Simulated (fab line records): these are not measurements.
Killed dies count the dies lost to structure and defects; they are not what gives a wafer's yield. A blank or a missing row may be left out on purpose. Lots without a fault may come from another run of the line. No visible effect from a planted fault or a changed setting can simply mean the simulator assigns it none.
Matching of chambers	flow n5_finfet	N5_ZERO_LAYER_DESCUM_16 on rie_diel-03 has 4 sister chambers
The step chemistry O2, time 7.9 s. 18 wafers are shown with their chamber, then 9 later ones without.

WAFERS WITH THEIR CHAMBER
wafer	chamber	showerhead_plenum_p_Torr (Torr)	drypump_motor_current_A (A)	throttle_valve_pct (%)
L076.1	3	2.04	6.2	20.36
L076.2	1	2.15	4.7	20.44
L076.4	0	2.02	6.0	20.54
L078.2	2	2.01	6.2	20.29
L078.4	3	2.04	6.2	20.36
L078.6	3	2.04	6.2	20.37
L079.3	2	2.01	6.2	20.30
L079.4	1	2.15	4.7	20.45
L079.6	3	2.04	6.2	20.38
L081.2	1	2.15	4.7	20.46
L081.3	0	2.02	6.1	20.54
L081.4	2	2.01	6.2	20.30
L082.2	3	2.03	6.2	20.37
L082.4	0	2.02	6.1	20.55
L082.6	2	2.01	6.2	20.29
L084.2	2	2.01	6.2	20.31
L084.4	1	2.15	4.7	20.46
L084.5	1	2.15	4.7	20.46

SIGNATURES, as means of the wafers listed above
reading	chamber 0	chamber 1	chamber 2	chamber 3	scatter within a chamber
showerhead_plenum_p_Torr	2.0200	2.1500	2.0100	2.0380	0.00239
drypump_motor_current_A	6.067	4.700	6.200	6.200	0.0218
throttle_valve_pct	20.5433	20.4540	20.2980	20.3680	0.00822
Rule: a wafer lies at a distance from a chamber equal to the root of the sum of squares, over the readings, of (its reading less the chamber's mean, divided by the reading's scatter). If the next closest chamber is less than 2 further off than the closest, the wafer can't be placed; otherwise it belongs to the closest. The scatter: take each reading less its chamber's mean, square it, sum over the shown wafers, divide by the number of wafers less the number of chambers, and take the root.

WAFERS WHOSE CHAMBER IS MISSING
wafer	showerhead_plenum_p_Torr (Torr)	drypump_motor_current_A (A)	throttle_valve_pct (%)
L094.1	2.14	4.7	20.49
L094.2	2.03	6.2	20.41
L094.3	2.01	6.1	20.58
L094.4	2.00	6.2	20.33
L094.5	2.03	6.2	20.40
L094.6	2.01	6.1	20.58
L097.1	2.14	4.7	20.49
L097.3	2.03	6.2	20.41
L097.5	2.00	6.2	20.34

WHICH CHAMBER EACH WENT THROUGH
wafer	from the rows above	in truth
L094.1	1	1
L094.2	3	3
L094.3	0	0
L094.4	2	2
L094.5	3	3
L094.6	0	0
L097.1	1	1
L097.3	3	3
L097.5	2	2
Correct placement for 9 of the 9. Can't be placed from these rows: 0. Wrongly placed: 0.
